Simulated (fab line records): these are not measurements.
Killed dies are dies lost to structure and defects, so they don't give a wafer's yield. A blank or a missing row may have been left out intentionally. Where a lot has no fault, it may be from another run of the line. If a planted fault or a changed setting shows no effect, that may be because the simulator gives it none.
Matching of chambers | flow n5-finfet | rie-diel-05 running N5_BEOL_M2_DESCUM_33: 4 sister chambers
The step chemistry O2, time 7 s. 16 wafers are shown with their chamber, then 8 later ones without.

== WAFERS, EACH WITH ITS CHAMBER ==
wafer  | chamber | drypump-motor-current-A (A) | showerhead-plenum-p-Torr (Torr) | throttle-valve-pct (%)
L074.1 | 1       | 5.1                         | 2.05                            | 20.09
L074.2 | 0       | 5.6                         | 2.03                            | 20.23
L074.6 | 2       | 6.2                         | 2.14                            | 20.73
L080.3 | 2       | 6.2                         | 2.13                            | 20.36
L080.5 | 2       | 6.2                         | 2.13                            | 20.37
L080.6 | 3       | 5.7                         | 2.06                            | 20.39
L088.2 | 1       | 5.1                         | 2.04                            | 20.13
L088.3 | 2       | 6.2                         | 2.13                            | 20.41
L088.5 | 1       | 5.1                         | 2.04                            | 20.14
L089.1 | 3       | 5.7                         | 2.05                            | 20.42
L089.2 | 1       | 5.1                         | 2.04                            | 20.14
L089.5 | 3       | 5.7                         | 2.05                            | 20.42
L090.3 | 3       | 5.7                         | 2.05                            | 20.43
L090.5 | 1       | 5.1                         | 2.03                            | 20.16
L090.6 | 0       | 5.7                         | 2.02                            | 20.26
L091.2 | 2       | 6.3                         | 2.13                            | 20.40

SIGNATURES (means of the wafers above)
reading                  | chamber 0 | chamber 1 | chamber 2 | chamber 3 | scatter within a chamber
drypump-motor-current-A  | 5.650     | 5.100     | 6.220     | 5.700     | 0.0329
showerhead-plenum-p-Torr | 2.0250    | 2.0400    | 2.1320    | 2.0525    | 0.00581
throttle-valve-pct       | 20.2450   | 20.1320   | 20.4540   | 20.4150   | 0.0917
Rule: a wafer lies at a distance from a chamber equal to the root of the sum of squares, over the readings, of (its reading less the chamber's mean, divided by the reading's scatter). If the next closest chamber is less than 2 further off than the closest, the wafer can't be placed; otherwise it belongs to the closest. How the scatter is found: for the shown wafers, subtract from each reading the mean of its chamber, square and add these, divide the total by (wafers less chambers), then take the root.

== WAFERS WITH NO CHAMBER GIVEN ==
wafer  | drypump-motor-current-A (A) | showerhead-plenum-p-Torr (Torr) | throttle-valve-pct (%)
L091.4 | 5.7                         | 2.02                            | 20.25
L091.5 | 5.7                         | 2.05                            | 20.44
L092.2 | 6.3                         | 2.12                            | 20.41
L092.3 | 5.7                         | 2.05                            | 20.44
L092.5 | 5.7                         | 2.05                            | 20.45
L096.3 | 5.7                         | 2.02                            | 20.30
L096.4 | 6.2                         | 2.12                            | 20.44
L096.5 | 5.1                         | 2.03                            | 20.19

== WHICH CHAMBER EACH WENT THROUGH ==
wafer  | from the rows above | in truth
L091.4 | 0                   | 0
L091.5 | 3                   | 3
L092.2 | 2                   | 2
L092.3 | 3                   | 3
L092.5 | 3                   | 3
L096.3 | 0                   | 0
L096.4 | 2                   | 2
L096.5 | 1                   | 1
8 of 8 placed correctly. Left unplaced by these rows: 0. Number placed wrongly: 0.
